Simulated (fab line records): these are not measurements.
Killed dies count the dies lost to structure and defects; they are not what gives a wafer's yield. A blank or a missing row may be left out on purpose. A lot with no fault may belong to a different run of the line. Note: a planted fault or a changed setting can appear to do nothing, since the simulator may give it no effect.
Matching of chambers || flow n5Finfet || N5_BEOL_M2_DESCUM_33 on rieDiel-01: 4 sister chambers
The step chemistry O2, time 7 s. 22 wafers are shown with their chamber, then 11 later ones without.

## WAFERS PAIRED WITH THEIR CHAMBERS
{"wafer": "L075.2", "chamber": 3, "drypumpMotorCurrentA (A)": 4.9, "showerheadPlenumPTorr (Torr)": 2.08, "rfVppV (V)": 243.1}
{"wafer": "L075.4", "chamber": 0, "drypumpMotorCurrentA (A)": 4.9, "showerheadPlenumPTorr (Torr)": 2.05, "rfVppV (V)": 243.1}
{"wafer": "L075.6", "chamber": 3, "drypumpMotorCurrentA (A)": 4.9, "showerheadPlenumPTorr (Torr)": 2.08, "rfVppV (V)": 242.1}
{"wafer": "L080.1", "chamber": 3, "drypumpMotorCurrentA (A)": 4.8, "showerheadPlenumPTorr (Torr)": 2.07, "rfVppV (V)": 243.4}
{"wafer": "L080.3", "chamber": 2, "drypumpMotorCurrentA (A)": 6.3, "showerheadPlenumPTorr (Torr)": 2.04, "rfVppV (V)": 243.0}
{"wafer": "L080.5", "chamber": 0, "drypumpMotorCurrentA (A)": 4.9, "showerheadPlenumPTorr (Torr)": 2.05, "rfVppV (V)": 242.7}
{"wafer": "L082.1", "chamber": 3, "drypumpMotorCurrentA (A)": 4.8, "showerheadPlenumPTorr (Torr)": 2.07, "rfVppV (V)": 242.2}
{"wafer": "L082.2", "chamber": 2, "drypumpMotorCurrentA (A)": 6.3, "showerheadPlenumPTorr (Torr)": 2.04, "rfVppV (V)": 243.0}
{"wafer": "L082.6", "chamber": 1, "drypumpMotorCurrentA (A)": 4.7, "showerheadPlenumPTorr (Torr)": 2.16, "rfVppV (V)": 244.8}
{"wafer": "L088.1", "chamber": 1, "drypumpMotorCurrentA (A)": 4.7, "showerheadPlenumPTorr (Torr)": 2.15, "rfVppV (V)": 244.9}
{"wafer": "L088.3", "chamber": 3, "drypumpMotorCurrentA (A)": 4.9, "showerheadPlenumPTorr (Torr)": 2.07, "rfVppV (V)": 241.0}
{"wafer": "L088.6", "chamber": 1, "drypumpMotorCurrentA (A)": 4.8, "showerheadPlenumPTorr (Torr)": 2.15, "rfVppV (V)": 244.0}
{"wafer": "L089.2", "chamber": 0, "drypumpMotorCurrentA (A)": 4.9, "showerheadPlenumPTorr (Torr)": 2.04, "rfVppV (V)": 241.2}
{"wafer": "L089.5", "chamber": 0, "drypumpMotorCurrentA (A)": 4.9, "showerheadPlenumPTorr (Torr)": 2.04, "rfVppV (V)": 242.5}
{"wafer": "L089.6", "chamber": 3, "drypumpMotorCurrentA (A)": 4.9, "showerheadPlenumPTorr (Torr)": 2.07, "rfVppV (V)": 243.1}
{"wafer": "L090.2", "chamber": 0, "drypumpMotorCurrentA (A)": 4.9, "showerheadPlenumPTorr (Torr)": 2.04, "rfVppV (V)": 242.5}
{"wafer": "L090.5", "chamber": 0, "drypumpMotorCurrentA (A)": 4.9, "showerheadPlenumPTorr (Torr)": 2.04, "rfVppV (V)": 242.0}
{"wafer": "L090.6", "chamber": 1, "drypumpMotorCurrentA (A)": 4.7, "showerheadPlenumPTorr (Torr)": 2.15, "rfVppV (V)": 244.4}
{"wafer": "L093.3", "chamber": 2, "drypumpMotorCurrentA (A)": 6.3, "showerheadPlenumPTorr (Torr)": 2.03, "rfVppV (V)": 242.7}
{"wafer": "L093.5", "chamber": 3, "drypumpMotorCurrentA (A)": 4.9, "showerheadPlenumPTorr (Torr)": 2.07, "rfVppV (V)": 242.6}
{"wafer": "L093.6", "chamber": 0, "drypumpMotorCurrentA (A)": 4.9, "showerheadPlenumPTorr (Torr)": 2.04, "rfVppV (V)": 242.6}
{"wafer": "L094.1", "chamber": 3, "drypumpMotorCurrentA (A)": 4.9, "showerheadPlenumPTorr (Torr)": 2.07, "rfVppV (V)": 242.2}

SIGNATURES (means of the wafers above)
{"reading": "drypumpMotorCurrentA", "chamber 0": 4.900, "chamber 1": 4.725, "chamber 2": 6.300, "chamber 3": 4.875, "scatter within a chamber": 0.0354}
{"reading": "showerheadPlenumPTorr", "chamber 0": 2.0429, "chamber 1": 2.1525, "chamber 2": 2.0367, "chamber 3": 2.0725, "scatter within a chamber": 0.00491}
{"reading": "rfVppV", "chamber 0": 242.371, "chamber 1": 244.525, "chamber 2": 242.900, "chamber 3": 242.463, "scatter within a chamber": 0.62}
Rule: for a wafer and a chamber, the distance is found by dividing, reading by reading, the gap between the wafer's reading and the chamber's mean by the reading's scatter, squaring, summing and taking the root. If the next closest chamber is less than 2 further off than the closest, the wafer can't be placed; otherwise it belongs to the closest. The scatter: the root of (the sum of the squares of (reading less its chamber's mean) over the shown wafers, divided by (wafers less chambers)).

## WAFERS WHOSE CHAMBER IS MISSING
{"wafer": "L094.3", "drypumpMotorCurrentA (A)": 6.3, "showerheadPlenumPTorr (Torr)": 2.03, "rfVppV (V)": 241.8}
{"wafer": "L094.5", "drypumpMotorCurrentA (A)": 4.9, "showerheadPlenumPTorr (Torr)": 2.07, "rfVppV (V)": 243.1}
{"wafer": "L096.3", "drypumpMotorCurrentA (A)": 4.8, "showerheadPlenumPTorr (Torr)": 2.06, "rfVppV (V)": 243.4}
{"wafer": "L096.5", "drypumpMotorCurrentA (A)": 4.7, "showerheadPlenumPTorr (Torr)": 2.14, "rfVppV (V)": 244.3}
{"wafer": "L096.6", "drypumpMotorCurrentA (A)": 6.3, "showerheadPlenumPTorr (Torr)": 2.03, "rfVppV (V)": 243.1}
{"wafer": "L095.3", "drypumpMotorCurrentA (A)": 4.9, "showerheadPlenumPTorr (Torr)": 2.04, "rfVppV (V)": 242.0}
{"wafer": "L095.4", "drypumpMotorCurrentA (A)": 4.9, "showerheadPlenumPTorr (Torr)": 2.06, "rfVppV (V)": 241.6}
{"wafer": "L095.5", "drypumpMotorCurrentA (A)": 4.9, "showerheadPlenumPTorr (Torr)": 2.04, "rfVppV (V)": 243.7}
{"wafer": "L097.1", "drypumpMotorCurrentA (A)": 4.9, "showerheadPlenumPTorr (Torr)": 2.06, "rfVppV (V)": 242.6}
{"wafer": "L097.2", "drypumpMotorCurrentA (A)": 4.7, "showerheadPlenumPTorr (Torr)": 2.14, "rfVppV (V)": 244.7}
{"wafer": "L097.6", "drypumpMotorCurrentA (A)": 4.7, "showerheadPlenumPTorr (Torr)": 2.14, "rfVppV (V)": 243.3}

## EACH ONE'S CHAMBER
{"wafer": "L094.3", "from the rows above": 2, "in truth": 2}
{"wafer": "L094.5", "from the rows above": 3, "in truth": 3}
{"wafer": "L096.3", "from the rows above": "can't be placed: 3 or 0", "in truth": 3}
{"wafer": "L096.5", "from the rows above": 1, "in truth": 1}
{"wafer": "L096.6", "from the rows above": 2, "in truth": 2}
{"wafer": "L095.3", "from the rows above": 0, "in truth": 0}
{"wafer": "L095.4", "from the rows above": "can't be placed: 3 or 0", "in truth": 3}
{"wafer": "L095.5", "from the rows above": 0, "in truth": 0}
{"wafer": "L097.1", "from the rows above": "can't be placed: 3 or 0", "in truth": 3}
{"wafer": "L097.2", "from the rows above": 1, "in truth": 1}
{"wafer": "L097.6", "from the rows above": 1, "in truth": 1}
Placed correctly: 8 of 11. These rows do not allow placing 3 (true chamber among the candidates in 3). Number placed wrongly: 0.
